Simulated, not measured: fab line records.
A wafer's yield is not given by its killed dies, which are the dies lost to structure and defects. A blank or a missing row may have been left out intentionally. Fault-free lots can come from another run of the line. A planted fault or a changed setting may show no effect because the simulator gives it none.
fab line records | flow n5-finfet
[record] lots = 6 | wafers = 17 | last-day = 17
route steps=1938 shown BEOL_M1@801 BEOL_M4@1111 PASSIVATION@1936
lots untouched by any fault: they come from a run of this same line in which no faults occurred
start-h: hours from the record's first day to the start of the lot's first wafer shown | wait-h: hours from the lot's prior step to this one | " repeats the value in the row above | L1.1+2: a single row standing in for several wafers | - either no value or no given start | * or withheld: withheld | < > ~ a bound
route shown NAME@n: NAME is a module with steps in the file, n the number in the route of the first one | usual: average and standard deviation across the fault-free wafers | same: alike in all rows | chamber/n: place in a boat | sites: readings site by site | _std_site: their standard deviation | _edge_site: outer sites' mean less inner sites' | radius-mm: for every site, how far away it sits from the centre of the wafer | mask NAME#n: copy n | behind: the last tool/chamber to shape the wafer | hold: the reason the lot was held/the length of the hold in hours/how it ended | device: the transistor (n, p or np) that didn't switch | end of line: tests run on the same wafers once the route is complete | a step given without rows: its recipe and nothing more | killed: dies lost to structure and defects at the first sort, not the wafer's yield | map: the dies of a wafer, with x for killed, . for not killed, _ for no die there
set.NAME: setting as actually run; set.NAME@STEP: the setting as run at that earlier step | model.NAME: the simulator's own value behind a step, which no gauge read
lots at selected steps of the route; one table per step, one row per wafer
services: when a tool's chamber went out of use (start-h, in hours from the record's first day, below 0 if earlier), for how many hours, and the reason
[[steps]]
[step N5_BEOL_M1_ETCH_41]
[recipe] chemistry = CH3F/O2 | target = SiCN | target-depth-a = 319 | taper-deg = 2 | time-s = 57.8 | ion-energy-ev = 120 | mask-material = TiN | pressure-mtorr = 30 | source-w = 395 | bias-w = 75 | Ar_flow_sccm = 150 | CH3F_flow_sccm = 30 | O2_flow_sccm = 20
[usual] drypump-motor-current-A = 5.7/0.38 | oes-product-au = 0.75/0.058 | rf-vpp-V = 298.0/1.4 | showerhead-plenum-p-Torr = 2.03/0.059 | throttle-valve-pct = 16.39/0.2
lot.wafer | tool        | chamber | start-h | wait-h | drypump-motor-current-A | oes-product-au | rf-hours-counter-h | rf-vpp-V | showerhead-plenum-p-Torr | throttle-valve-pct
L930.3    | rie-diel-06 | 1       | -       | -      | 5.8                     | 0.71           | 221                | 297.3    | 2.06                     | 16.60
L930.5    | "           | 3       | "       | "      | 5.7                     | 0.72           | -                  | 298.4    | 2.06                     | 16.53
L930.6    | "           | 2       | "       | "      | 6.0                     | 0.77           | -                  | 299.7    | 2.09                     | 16.49
L931.2    | rie-diel-06 | 3       | -       | -      | 5.7                     | 0.71           | 219                | 297.3    | 2.06                     | 16.53
L931.3    | "           | 1       | "       | "      | 5.8                     | 0.72           | 221                | 298.4    | 2.06                     | 16.58
L931.6    | "           | 2       | "       | "      | 6.0                     | 0.77           | -                  | 299.2    | 2.09                     | 16.48
L937.1    | rie-diel-03 | 1       | -       | -      | 5.5                     | 0.69           | 246                | 296.8    | 1.98                     | 16.50
L937.2    | "           | 3       | "       | "      | 5.6                     | 0.73           | 205                | 297.9    | 1.98                     | 16.44
L937.4    | "           | 3       | "       | "      | 5.6                     | 0.73           | -                  | 298.0    | 1.98                     | 16.42
L943.2    | rie-diel-02 | 0       | -       | -      | 6.6                     | 0.68           | 231                | 293.4    | 1.89                     | 16.49
L943.5    | "           | 2       | "       | "      | 5.1                     | 0.73           | -                  | 300.7    | 2.08                     | 16.66
L942.1    | rie-diel-06 | 2       | -       | -      | 6.1                     | 0.77           | 158                | 298.1    | 2.08                     | 16.52
L942.2    | "           | 3       | "       | "      | 5.7                     | 0.70           | 240                | 299.9    | 2.06                     | 16.57
L942.6    | "           | 3       | "       | "      | 5.7                     | 0.70           | -                  | 298.4    | 2.06                     | 16.58
L946.2    | rie-diel-02 | 3       | -       | -      | 5.6                     | 0.69           | 248                | 298.5    | 2.05                     | 16.31
L946.3    | "           | 1       | "       | "      | 6.0                     | 0.75           | 166                | 295.8    | 1.99                     | 15.93
L946.4    | "           | 0       | "       | "      | 6.6                     | 0.67           | 241                | 295.6    | 1.88                     | 16.51
[step N5_BEOL_M1_STRIP_97]
[recipe] chemistry = N2/H2 | time-s = 10 | power-w = 450 | temp-c = 40 | pressure-mtorr = 20 | rf-frequency-hz = 6e+07 | bias-power-w = 7 | n2-flow-sccm = 200 | h2-flow-sccm = 200
[usual] drypump-motor-current-A = 5.7/0.39 | oes-product-au = 0.75/0.061 | rf-vpp-V = 59.3/0.94 | showerhead-plenum-p-Torr = 2.58/0.071 | throttle-valve-pct = 23.72/0.21
lot.wafer | tool        | chamber | start-h | wait-h | drypump-motor-current-A | oes-product-au | rf-hours-counter-h | rf-vpp-V | showerhead-plenum-p-Torr | throttle-valve-pct
L930.3    | rie-diel-06 | 1       | -       | -      | 5.8                     | 0.73           | 221                | 58.6     | 2.61                     | 23.70
L930.5    | "           | 3       | "       | "      | 5.7                     | 0.72           | -                  | 59.9     | 2.63                     | 23.93
L930.6    | "           | 2       | "       | "      | 6.1                     | 0.78           | -                  | 59.3     | 2.65                     | 23.80
L931.2    | rie-diel-06 | 3       | -       | -      | 5.7                     | 0.72           | 219                | 59.2     | 2.63                     | 23.94
L931.3    | "           | 1       | "       | "      | 5.8                     | 0.72           | 221                | 58.1     | 2.61                     | 23.71
L931.6    | "           | 2       | "       | "      | 6.1                     | 0.77           | -                  | 59.2     | 2.65                     | 23.81
L937.1    | rie-diel-03 | 1       | -       | -      | 5.5                     | 0.69           | 246                | 58.6     | 2.48                     | 23.47
L937.2    | "           | 3       | "       | "      | 5.6                     | 0.73           | 205                | 59.0     | 2.53                     | 23.99
L937.4    | "           | 3       | "       | "      | 5.6                     | 0.73           | -                  | 58.6     | 2.53                     | 24.00
L943.2    | rie-diel-02 | 0       | -       | -      | 6.6                     | 0.69           | 231                | 59.2     | 2.41                     | 23.99
L943.5    | "           | 2       | "       | "      | 5.1                     | 0.74           | -                  | 59.4     | 2.63                     | 23.73
L942.1    | rie-diel-06 | 2       | -       | -      | 6.2                     | 0.76           | 158                | 59.6     | 2.64                     | 23.81
L942.2    | "           | 3       | "       | "      | 5.7                     | 0.70           | 240                | 58.7     | 2.62                     | 23.96
L942.6    | "           | 3       | "       | "      | 5.7                     | 0.70           | -                  | 60.4     | 2.62                     | 23.95
L946.2    | rie-diel-02 | 3       | -       | -      | 5.5                     | 0.69           | 248                | 59.1     | 2.59                     | 23.76
L946.3    | "           | 1       | "       | "      | 6.1                     | 0.75           | 166                | 60.5     | 2.55                     | 23.40
L946.4    | "           | 0       | "       | "      | 6.6                     | 0.68           | 241                | 59.8     | 2.41                     | 23.99
[step N5_BEOL_M1_OCD_MEAS_38]
[usual] trench-depth-nm = 54.8/0.94
lot.wafer | tool   | chamber | start-h | wait-h | trench-depth-nm
L930.3    | ocd-02 | -       | 162.78  | -      | 54.1
L930.5    | "      | -       | "       | "      | 55.2
L930.6    | "      | -       | "       | "      | 56.0
L931.2    | ocd-01 | -       | 163.80  | -      | 55.3
L931.3    | "      | -       | "       | "      | 53.9
L931.6    | "      | -       | "       | "      | 55.5
L937.1    | ocd-02 | -       | 212.74  | -      | 53.3
L937.2    | "      | -       | "       | "      | 54.7
L937.4    | "      | -       | "       | "      | 54.3
L943.2    | ocd-01 | -       | 226.86  | -      | 54.0
L943.5    | "      | -       | "       | "      | 54.2
L942.1    | ocd-02 | -       | 226.90  | -      | 56.2
L942.2    | "      | -       | "       | "      | 56.2
L942.6    | "      | -       | "       | "      | 56.0
L946.2    | ocd-01 | -       | 254.23  | -      | 55.0
L946.3    | "      | -       | "       | "      | 55.8
L946.4    | "      | -       | "       | "      | 54.3
[step N5_BEOL_M1_HM_STRIP_39]
[recipe] chemistry = peroxide-tin-strip | material = TiN | target-depth-a = 250 | temp-c = 50 | time-s = 158
[step N5_BEOL_M1_SRD_40]
[recipe] time-s = 30 | temp-c = 23 | rinse-liquid = diw | dry = ipa-marangoni
[step N5_BEOL_M1_PRECLEAN_42]
[recipe] chemistry = residue-remover | time-s = 60 | temp-c = 40
[step N5_BEOL_M1_SRD_43]
[recipe] time-s = 30 | temp-c = 23 | rinse-liquid = diw | dry = ipa-marangoni
[step N5_BEOL_M1_CD_MEAS_35]
[recipe] target-cd-nm = 18 | target-cd-y-nm = 21 | polarity = opening
[usual] cd-nm = 18.0/0.31
lot.wafer | tool      | chamber | start-h | wait-h | cd-nm
L930.3    | cd-sem-03 | -       | 162.93  | 0.0    | 18.8
L930.5    | "         | -       | "       | "      | 18.5
L930.6    | "         | -       | "       | "      | 18.0
L931.2    | cd-sem-03 | -       | 163.96  | 0.0    | 17.6
L931.3    | "         | -       | "       | "      | 17.7
L931.6    | "         | -       | "       | "      | 17.3
L937.1    | cd-sem-02 | -       | 212.89  | 0.0    | 17.9
L937.2    | "         | -       | "       | "      | 18.1
L937.4    | "         | -       | "       | "      | 17.9
L943.2    | cd-sem-02 | -       | 227.01  | 0.0    | 18.2
L943.5    | "         | -       | "       | "      | 17.8
L942.1    | cd-sem-02 | -       | 227.05  | 0.0    | 17.7
L942.2    | "         | -       | "       | "      | 17.7
L942.6    | "         | -       | "       | "      | 17.9
L946.2    | cd-sem-01 | -       | 254.39  | 0.0    | 18.6
L946.3    | "         | -       | "       | "      | 17.7
L946.4    | "         | -       | "       | "      | 17.8
[step N5_BEOL_M1_DEGAS_44]
[recipe] ambient = vacuum | temp-c = 250 | time-s = 60
[usual] heater-power-w = 328/28
lot.wafer | tool           | chamber | start-h | wait-h | heater-power-w
L930.3    | pvd-sputter-03 | -       | 163.65  | 0.7    | 308
L930.5    | "              | -       | "       | "      | 303
L930.6    | "              | -       | "       | "      | 363
L931.2    | pvd-sputter-03 | -       | 164.05  | 0.1    | 308
L931.3    | "              | -       | "       | "      | 313
L931.6    | "              | -       | "       | "      | 310
L937.1    | pvd-sputter-03 | -       | 213.26  | 0.4    | 315
L937.2    | "              | -       | "       | "      | 310
L937.4    | "              | -       | "       | "      | 372
L943.2    | pvd-sputter-03 | -       | 227.22  | 0.2    | 316
L943.5    | "              | -       | "       | "      | 318
L942.1    | pvd-sputter-01 | -       | 227.29  | 0.2    | 299
L942.2    | "              | -       | "       | "      | 330
L942.6    | "              | -       | "       | "      | 315
L946.2    | pvd-sputter-01 | -       | 254.84  | 0.4    | 310
L946.3    | "              | -       | "       | "      | 334
L946.4    | "              | -       | "       | "      | 308
[step N5_BEOL_M1_PRE_CLEAN_45]
[recipe] gas = H2/He | time-s = 30 | temp-c = 250
[usual] heater-power-w = 328/28
lot.wafer | tool           | chamber | start-h | wait-h | heater-power-w
L930.3    | pvd-sputter-03 | -       | 163.69  | 0.0    | 309
L930.5    | "              | -       | "       | "      | 311
L930.6    | "              | -       | "       | "      | 363
L931.2    | pvd-sputter-03 | -       | 164.09  | 0.0    | 314
L931.3    | "              | -       | "       | "      | 312
L931.6    | "              | -       | "       | "      | 310
L937.1    | pvd-sputter-03 | -       | 213.30  | 0.0    | 306
L937.2    | "              | -       | "       | "      | 315
L937.4    | "              | -       | "       | "      | 369
L943.2    | pvd-sputter-03 | -       | 227.26  | 0.0    | 318
L943.5    | "              | -       | "       | "      | 319
L942.1    | pvd-sputter-01 | -       | 227.33  | 0.0    | 309
L942.2    | "              | -       | "       | "      | 328
L942.6    | "              | -       | "       | "      | 312
L946.2    | pvd-sputter-01 | -       | 254.88  | 0.0    | 317
L946.3    | "              | -       | "       | "      | 338
L946.4    | "              | -       | "       | "      | 315
[step N5_BEOL_M1_ALD_84]
[recipe] material = TaN | target-thk-a = * | temp-c = 275 | ald-precursor-family = PDMAT | ald-co-reactant = NH3 | pressure-torr = 3 | carrier-flow-sccm = 1500 | pulse-time-s = 2 | purge-time-s = 3 | co-reactant-purge-time-s = 2 | co-reactant-pulse-time-s = 3 | ald-cycles = 30 | precursor-vessel-temp-c = 75 | precursor-vessel-pressure-torr = 26.25 | precursor-vessel-carrier-sccm = 1000
[usual] heater-power-w = 433/40
lot.wafer | tool         | chamber | start-h | wait-h | heater-power-w
L930.3    | ald-metal-04 | 2       | 163.75  | 0.0    | 414
L930.5    | "            | 1       | "       | "      | 476
L930.6    | "            | 2       | "       | "      | 415
L931.2    | ald-metal-01 | 0       | 164.20  | 0.1    | 448
L931.3    | "            | 2       | "       | "      | 433
L931.6    | "            | 0       | "       | "      | 443
L937.1    | ald-metal-02 | 1       | 213.38  | 0.1    | 363
L937.2    | "            | 0       | "       | "      | 424
L937.4    | "            | 3       | "       | "      | 522
L943.2    | ald-metal-01 | 2       | 227.33  | 0.1    | 430
L943.5    | "            | 1       | "       | "      | 483
L942.1    | ald-metal-04 | 3       | 227.40  | 0.0    | 402
L942.2    | "            | 1       | "       | "      | 483
L942.6    | "            | 1       | "       | "      | 490
L946.2    | ald-metal-01 | 1       | 254.94  | 0.0    | 489
L946.3    | "            | 3       | "       | "      | 375
L946.4    | "            | 2       | "       | "      | 444
[step N5_BEOL_M1_SURFACE_TREAT_85]
[recipe] gas = Ar | time-s = * | ion-energy-ev = * | ion-current-ma-cm2 = 0.5 | pressure-mtorr = * | ar-flow-sccm = 30
[step N5_BEOL_M1_CVD_47]
[recipe] material = Co | target-thk-a = 30 | temp-c = withheld | precursor = CCTBA/H2 | pressure-torr = 30 | time-s = 223.8
[usual] run-length-s = 246.7/0.5
lot.wafer | tool      | chamber | start-h | wait-h | run-length-s
L930.3    | cvd-co-02 | 2       | 164.12  | 0.1    | 245.9
L930.5    | "         | 2       | "       | "      | 245.8
L930.6    | "         | 0       | "       | "      | 246.8
L931.2    | cvd-co-01 | 0       | 165.82  | 0.1    | 246.0
L931.3    | "         | 2       | "       | "      | 246.7
L931.6    | "         | 2       | "       | "      | 247.1
L937.1    | cvd-co-02 | 1       | 213.99  | 0.3    | 246.8
L937.2    | "         | 0       | "       | "      | 246.5
L937.4    | "         | 2       | "       | "      | 246.2
L943.2    | cvd-co-01 | 1       | 227.68  | 0.0    | 373.9
L943.5    | "         | 2       | "       | "      | 246.6
L942.1    | cvd-co-02 | 1       | 227.81  | 0.1    | 246.9
L942.2    | "         | 0       | "       | "      | 246.9
L942.6    | "         | 0       | "       | "      | 246.4
L946.2    | cvd-co-01 | 1       | 255.29  | 0.0    | 373.9
L946.3    | "         | 0       | "       | "      | 246.5
L946.4    | "         | 1       | "       | "      | 247.3
[step N5_BEOL_M1_SPUTTER_48]
[recipe] material = Cu | target-thk-a = 45 | temp-c = -20 | chamber-pressure-pa = 0.07 | power-w = withheld | time-s = 8.29
[step N5_BEOL_M4_RC_MEAS_101]
[usual] DIBL_N = 36.1/1.7 | DIBL_P = 35.9/2.1 | IOFF_N = 0.154/0.029 | IOFF_P = 0.21/0.035 | ION_N = 673/10 | ION_P = 463/7.5 | SS_N = 71.6/0.59 | SS_P = 73.2/0.69 | VT_N = 250.5/2.9 | VT_P = -250/3.2
lot.wafer | tool      | chamber | start-h | wait-h | DIBL_N[mV/V] | DIBL_P[mV/V] | IOFF_N[nA/um] | IOFF_P[nA/um] | ION_N[uA/um] | ION_P[uA/um] | SS_N[mV/dec] | SS_P[mV/dec] | VT_N[mV] | VT_P[mV]
L930.3    | prober-02 | 0       | 207.28  | 0.3    | 38.4         | 38.5         | 0.165         | 0.20          | 675          | 450          | 72.8         | 74.3         | 252.4    | -256
L930.5    | "         | 0       | "       | "      | 37.4         | 37.7         | 0.153         | 0.18          | 674          | 456          | 72.6         | 73.3         | 249.3    | -256
L930.6    | "         | 0       | "       | "      | 36.9         | 36.4         | 0.141         | 0.17          | 663          | 446          | 72.5         | 72.9         | 251.9    | -259
L931.2    | prober-02 | 0       | 212.24  | 0.2    | 35.9         | 37.1         | 0.151         | 0.24          | 675          | 469          | 72.3         | 73.5         | 247.5    | -247
L931.3    | "         | 0       | "       | "      | 35.6         | 36.0         | 0.149         | 0.22          | 676          | 471          | 71.3         | 72.8         | 249.1    | -248
L931.6    | "         | 0       | "       | "      | 36.7         | 37.5         | 0.155         | 0.25          | 672          | 468          | 71.8         | 73.2         | 250.2    | -248
L937.1    | prober-02 | 0       | 255.66  | 0.0    | 33.7         | 32.9         | 0.127         | 0.18          | 664          | 456          | 70.6         | 73.2         | 253.8    | -251
L937.2    | "         | 0       | "       | "      | 36.0         | 36.2         | 0.157         | 0.22          | 662          | 461          | 72.3         | 73.5         | 250.7    | -250
L937.4    | "         | 0       | "       | "      | 34.0         | 33.5         | 0.133         | 0.19          | 668          | 461          | 70.8         | 72.9         | 253.0    | -253
L942.1    | prober-02 | 0       | 272.46  | 0.0    | 37.7         | 39.3         | 0.179         | 0.31          | 675          | 481          | 72.1         | 73.6         | 249.5    | -241
L942.2    | "         | 0       | "       | "      | 34.8         | 34.1         | 0.124         | 0.21          | 662          | 465          | 71.3         | 72.7         | 253.2    | -247
L942.6    | "         | 0       | "       | "      | 35.2         | 35.4         | 0.127         | 0.22          | 661          | 467          | 71.1         | 72.8         | 252.4    | -244
L943.2    | prober-01 | 0       | 275.38  | 0.2    | 37.9         | 37.2         | 0.192         | 0.23          | 680          | 463          | 71.9         | 73.1         | 249.0    | -252
L943.5    | "         | 0       | "       | "      | 35.5         | 34.4         | 0.138         | 0.19          | 678          | 468          | 72.2         | 73.1         | 253.4    | -252
L946.2    | prober-02 | 0       | 302.80  | 0.2    | 34.7         | 34.1         | 0.140         | 0.20          | 665          | 459          | 71.1         | 72.3         | 250.7    | -251
L946.3    | "         | 0       | "       | "      | 34.0         | 33.8         | 0.132         | 0.20          | 663          | 467          | 71.5         | 72.4         | 253.5    | -248
L946.4    | "         | 0       | "       | "      | 35.8         | 35.9         | 0.164         | 0.24          | 680          | 469          | 72.1         | 73.4         | 247.3    | -250
[step N5_PASSIVATION_PROBE_49]
[usual] defect-limited-yield = 91.3/1.4 | killed_at_M0_to_M3 = 34/9.2 | killed_at_M4_up = 13/5.3 | killed-at-contacts = 12/6 | killed-at-front-end = 39/12 | killed-at-other = 4/3.3 | killed-dies = 102/17 | killed-open = 67/12 | killed-short = 34/7.4 | sort_bin_5_function = 5.1/1 | sort_bin_6_memory = 3.2/0.6 | sort-n-pass = 1078/17 | sort-yield-pct = 91.3/1.4
[same] gross-dies = 1180 | killed-at-back-side = 0 | sort_bin_4_leakage[%] = 0 | sort_bin_8_speed[%] = 0
lot.wafer | tool      | chamber | start-h | wait-h | defect-limited-yield[%] | killed_at_M0_to_M3 | killed_at_M4_up | killed-at-contacts | killed-at-front-end | killed-at-other | killed-dies | killed-open | killed-short | sort_bin_5_function[%] | sort_bin_6_memory[%] | sort-n-pass | sort-yield-pct[%]
L931.2    | prober-01 | -       | 314.40  | 0.1    | 90.3                    | 32                 | 11              | 14                 | 57                  | 0               | 114         | 77          | 36           | 5.9                    | 3.4                  | 1066        | 90.3
L931.3    | prober-01 | -       | 314.45  | 0.1    | 91.5                    | 30                 | 14              | 12                 | 41                  | 3               | 100         | 69          | 31           | 5.0                    | 3.1                  | 1080        | 91.5
L931.6    | prober-01 | -       | 314.60  | 0.3    | 90.7                    | 38                 | 7               | 19                 | 44                  | 2               | 110         | 78          | 31           | 6.4                    | 2.7                  | 1070        | 90.7
L930.3    | prober-01 | -       | 316.62  | 0.1    | 90.8                    | 35                 | 8               | 14                 | 43                  | 8               | 108         | 64          | 44           | 5.7                    | 3.4                  | 1072        | 90.8
L930.5    | prober-01 | -       | 316.72  | 0.2    | 91.0                    | 29                 | 12              | 7                  | 43                  | 15              | 106         | 74          | 32           | 5.8                    | 2.9                  | 1074        | 91.0
L930.6    | prober-01 | -       | 316.77  | 0.3    | 91.5                    | 33                 | 12              | 5                  | 33                  | 17              | 100         | 61          | 39           | 4.7                    | 3.2                  | 1080        | 91.5
L937.1    | prober-01 | -       | 362.15  | 0.0    | 88.9                    | 24                 | 27              | 18                 | 55                  | 7               | 131         | 80          | 40           | 6.2                    | 4.2                  | 1049        | 88.9
L937.2    | prober-01 | -       | 362.20  | 0.1    | 92.7                    | 31                 | 13              | 7                  | 33                  | 2               | 86          | 54          | 28           | 4.3                    | 2.9                  | 1094        | 92.7
L937.4    | prober-01 | -       | 362.30  | 0.2    | 92.4                    | 31                 | 12              | 10                 | 33                  | 4               | 90          | 62          | 26           | 4.1                    | 3.5                  | 1090        | 92.4
L943.2    | prober-01 | -       | 379.74  | 0.1    | 90.5                    | 49                 | 14              | 9                  | 38                  | 2               | 112         | 66          | 44           | 5.6                    | 3.6                  | 1068        | 90.5
L943.5    | prober-01 | -       | 379.89  | 0.2    | 91.4                    | 47                 | 13              | 16                 | 24                  | 1               | 101         | 66          | 35           | 4.8                    | 3.4                  | 1079        | 91.4
L942.1    | prober-02 | -       | 379.85  | 0.0    | 92.2                    | 29                 | 8               | 13                 | 39                  | 3               | 92          | 58          | 34           | 4.4                    | 3.1                  | 1088        | 92.2
L942.2    | prober-02 | -       | 379.90  | 0.1    | 91.6                    | 19                 | 15              | 25                 | 39                  | 1               | 99          | 69          | 30           | 4.1                    | 4.2                  | 1081        | 91.6
L942.6    | prober-02 | -       | 380.10  | 0.3    | 89.9                    | 27                 | 22              | 14                 | 55                  | 1               | 119         | 65          | 47           | 6.0                    | 3.2                  | 1061        | 89.9
L946.2    | prober-01 | -       | 411.40  | 0.1    | 91.9                    | 25                 | 15              | 4                  | 38                  | 13              | 95          | 62          | 31           | 4.3                    | 3.6                  | 1085        | 91.9
L946.3    | prober-01 | -       | 411.45  | 0.1    | 92.1                    | 45                 | 16              | 10                 | 18                  | 4               | 93          | 63          | 29           | 4.9                    | 2.7                  | 1087        | 92.1
L946.4    | prober-01 | -       | 411.50  | 0.2    | 92.7                    | 31                 | 3               | 6                  | 41                  | 5               | 86          | 45          | 41           | 4.3                    | 2.7                  | 1094        | 92.7
// killed by level:class
L931.2 FIN_SAQP:geometric-particle:short=15 FIN_SAQP:geometric-particle:open=14 MOL_CONTACT_COAG:geometric-particle:open=12 STI_FIN_REVEAL:geometric-particle:open=10 BEOL_M0:geometric-particle:open=9 DUMMY_GATE:geometric-particle:open=5 GATE_CUT:geometric-particle:short=5 BEOL_M0_SAQP:geometric-particle:open=4
L931.3 FIN_SAQP:geometric-particle:short=12 MOL_CONTACT_COAG:geometric-particle:open=11 BEOL_M0_SAQP:geometric-particle:open=9 FIN_SAQP:geometric-particle:open=6 DUMMY_GATE:geometric-particle:open=6 STI_FIN_REVEAL:geometric-particle:open=5 BEOL_M2:geometric-particle:open=5 BEOL_M4:geometric-particle:open=5
L931.6 MOL_CONTACT_COAG:geometric-particle:open=14 BEOL_M2:geometric-particle:open=14 FIN_SAQP:geometric-particle:open=9 FIN_SAQP:geometric-particle:short=9 STI_FIN_REVEAL:geometric-particle:open=6 BEOL_M0_SAQP:geometric-particle:open=6 BEOL_M0:geometric-particle:open=6 MOL_CONTACT_COAG:geometric-particle:short=5
L930.3 FIN_SAQP:geometric-particle:open=12 BEOL_M0_SAQP:geometric-particle:short=11 MOL_CONTACT_COAG:geometric-particle:open=10 FIN_SAQP:geometric-particle:short=8 STI_FIN_REVEAL:geometric-particle:open=6 BEOL_M0_SAQP:geometric-particle:open=6 BEOL_M3:geometric-particle:open=6 MIM_TOP:geometric-particle:short=5
L930.5 FIN_SAQP:geometric-particle:open=15 FIN_SAQP:geometric-particle:short=12 BEOL_M0_SAQP:geometric-particle:open=9 MOL_CONTACT_COAG:geometric-particle:open=7 STI_FIN_REVEAL:geometric-particle:open=6 BEOL_M3:geometric-particle:open=6 BEOL_M4:geometric-particle:open=6 MIM_TOP:geometric-particle:open=6
L930.6 FIN_SAQP:geometric-particle:short=12 BEOL_M2:geometric-particle:open=11 FIN_SAQP:geometric-particle:open=7 BEOL_M0_SAQP:geometric-particle:short=6 PASS1_CAP:geometric-particle:open=6 MOL_CONTACT_COAG:geometric-particle:open=5 BEOL_M3:geometric-particle:open=5 PASS1_CAP:geometric-particle:short=5
L937.1 BEOL_M4:geometric-particle:open=15 MOL_CONTACT_COAG:geometric-particle:open=14 DUMMY_GATE:geometric-particle:open=12 BEOL_M2:geometric-particle:open=6 HKMG_FIN:area-etch=6 FIN_SAQP:geometric-particle:open=5 BEOL_M4:geometric-particle:short=5 STARTING-WAFER:geometric-particle:short=5
L937.2 BEOL_M1:geometric-particle:open=10 BEOL_M4:geometric-particle:open=8 MOL_CONTACT_COAG:geometric-particle:open=6 GATE_CUT:geometric-particle:short=5 BEOL_M2:geometric-particle:open=5 BEOL_M0:geometric-particle:open=4 STI_FIN_REVEAL:geometric-particle:open=4 DUMMY_GATE:geometric-particle:open=4
L937.4 MOL_CONTACT_COAG:geometric-particle:open=9 FIN_SAQP:geometric-particle:open=7 BEOL_M0_SAQP:geometric-particle:open=7 BEOL_M0_SAQP:geometric-particle:short=7 BEOL_M4:geometric-particle:open=6 STI_FIN_REVEAL:geometric-particle:open=5 DUMMY_GATE:geometric-particle:open=5 BEOL_M1:geometric-particle:open=4
L943.2 BEOL_M0_SAQP:geometric-particle:short=14 BEOL_M0_SAQP:geometric-particle:open=13 BEOL_M2:geometric-particle:open=9 FIN_SAQP:geometric-particle:short=7 STI_FIN_REVEAL:geometric-particle:open=6 BEOL_M3:geometric-particle:open=6 GATE_CUT:geometric-particle:short=5 MOL_CONTACT_COAG:geometric-particle:open=5
L942.1 FIN_SAQP:geometric-particle:open=12 FIN_SAQP:geometric-particle:short=9 MOL_CONTACT_COAG:geometric-particle:open=9 BEOL_M2:geometric-particle:open=9 DUMMY_GATE:geometric-particle:open=6 BEOL_M2:geometric-particle:short=6 GATE_CUT:geometric-particle:short=4 MOL_CONTACT_COAG:geometric-particle:short=4
L943.5 MOL_CONTACT_COAG:geometric-particle:open=15 BEOL_M0_SAQP:geometric-particle:short=12 BEOL_M3:geometric-particle:open=9 BEOL_M1:geometric-particle:open=7 BEOL_M4:geometric-particle:open=7 BEOL_M2:geometric-particle:open=6 STI_FIN_REVEAL:geometric-particle:open=5 BEOL_M0_SAQP:geometric-particle:open=5
L942.2 MOL_CONTACT_COAG:geometric-particle:open=23 FIN_SAQP:geometric-particle:short=11 FIN_SAQP:geometric-particle:open=8 BEOL_M2:geometric-particle:open=8 STI_FIN_REVEAL:geometric-particle:open=6 BEOL_M4:geometric-particle:open=4 DUMMY_GATE:geometric-particle:open=3 GATE_CUT:geometric-particle:short=3
L942.6 FIN_SAQP:geometric-particle:short=12 FIN_SAQP:geometric-particle:open=11 MOL_CONTACT_COAG:geometric-particle:open=9 BEOL_M2:geometric-particle:open=8 DUMMY_GATE:geometric-particle:open=8 BEOL_M5:geometric-particle:open=6 HKMG_FIN:area-etch=6 MOL_CONTACT_COAG:geometric-particle:short=5
L946.2 BEOL_M0_SAQP:geometric-particle:open=8 GATE_CUT:geometric-particle:short=7 FIN_SAQP:geometric-particle:open=6 DUMMY_GATE:geometric-particle:open=6 GATE_CUT:geometric-particle:open=5 BEOL_M0_SAQP:geometric-particle:short=5 BEOL_M6:geometric-particle:open=5 ILD0:geometric-particle:open=4
L946.3 BEOL_M0_SAQP:geometric-particle:short=10 MOL_CONTACT_COAG:geometric-particle:open=9 FIN_SAQP:geometric-particle:open=8 BEOL_M1:geometric-particle:open=8 BEOL_M0_SAQP:geometric-particle:open=7 BEOL_M0:geometric-particle:open=6 BEOL_M4:geometric-particle:open=5 BEOL_M2:geometric-particle:open=4
L946.4 FIN_SAQP:geometric-particle:short=13 BEOL_M0_SAQP:geometric-particle:short=8 STARTING-WAFER:geometric-particle:open=7 FIN_SAQP:geometric-particle:open=6 MOL_CONTACT_COAG:geometric-particle:open=5 BEOL_M0_SAQP:geometric-particle:open=5 BEOL_M3:geometric-particle:open=5 BEOL_M0:geometric-particle:open=4
[[services]]
tool           | chamber | start-h | hours | kind
cvd-co-02      | -       | 154.28  | 1.4   | repair
cvd-co-02      | -       | 155.69  | 6.9   | pm
ald-metal-01   | -       | 175.20  | 14.6  | pm
cvd-co-02      | -       | 178.38  | 0.4   | repair
pvd-sputter-01 | -       | 182.92  | 8.3   | repair
rie-diel-03    | 2       | 185.59  | -     | clean
rie-diel-03    | 2       | 185.59  | -     | consumable-replace:esc
rie-diel-03    | 2       | 185.59  | -     | consumable-replace:focus-ring
rie-diel-03    | 2       | 185.59  | 32.6  | scheduled-down
rie-diel-03    | 2       | 185.59  | 32.6  | vent-cycle
rie-diel-06    | 2       | 205.55  | 5.7   | repair
ald-metal-04   | 0       | 208.00  | 24.3  | repair
ald-metal-01   | 2       | 209.33  | 5.6   | repair
rie-diel-03    | 1       | 223.29  | -     | clean
rie-diel-03    | 1       | 223.29  | -     | consumable-replace:focus-ring
rie-diel-03    | 1       | 223.29  | 20.4  | scheduled-down
rie-diel-03    | 1       | 223.29  | 20.4  | vent-cycle
cvd-co-02      | 0       | 248.61  | 5.7   | repair
cvd-co-01      | -       | 250.17  | 1.0   | repair
rie-diel-06    | 3       | 250.46  | -     | clean
rie-diel-06    | 3       | 250.46  | -     | consumable-replace:focus-ring
rie-diel-06    | 3       | 250.46  | 18.2  | scheduled-down
rie-diel-06    | 3       | 250.46  | 18.2  | vent-cycle
ald-metal-01   | -       | 255.14  | 8.7   | pm
[[key]]
[first-sign] step = N5_BEOL_M1_CVD_47 | reading = run-length-s | direction = up | sigmas = 99+ | usual = * | struck = *
effect none on later readings
met-at N5_BEOL_M1_CVD_47
struck-wafers L943.2,L946.2
onset-between 165.82 227.68
[fault] kind = process-parameter-drift | tool = cvd-co-01 | chamber = - | onset-h = 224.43 | steps = N5_BEOL_M1_CVD_47 | channel = time-s | offset = * | shape = step | end-h = 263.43 | scope = struck-wafers-only | acts-in = * | stated = *
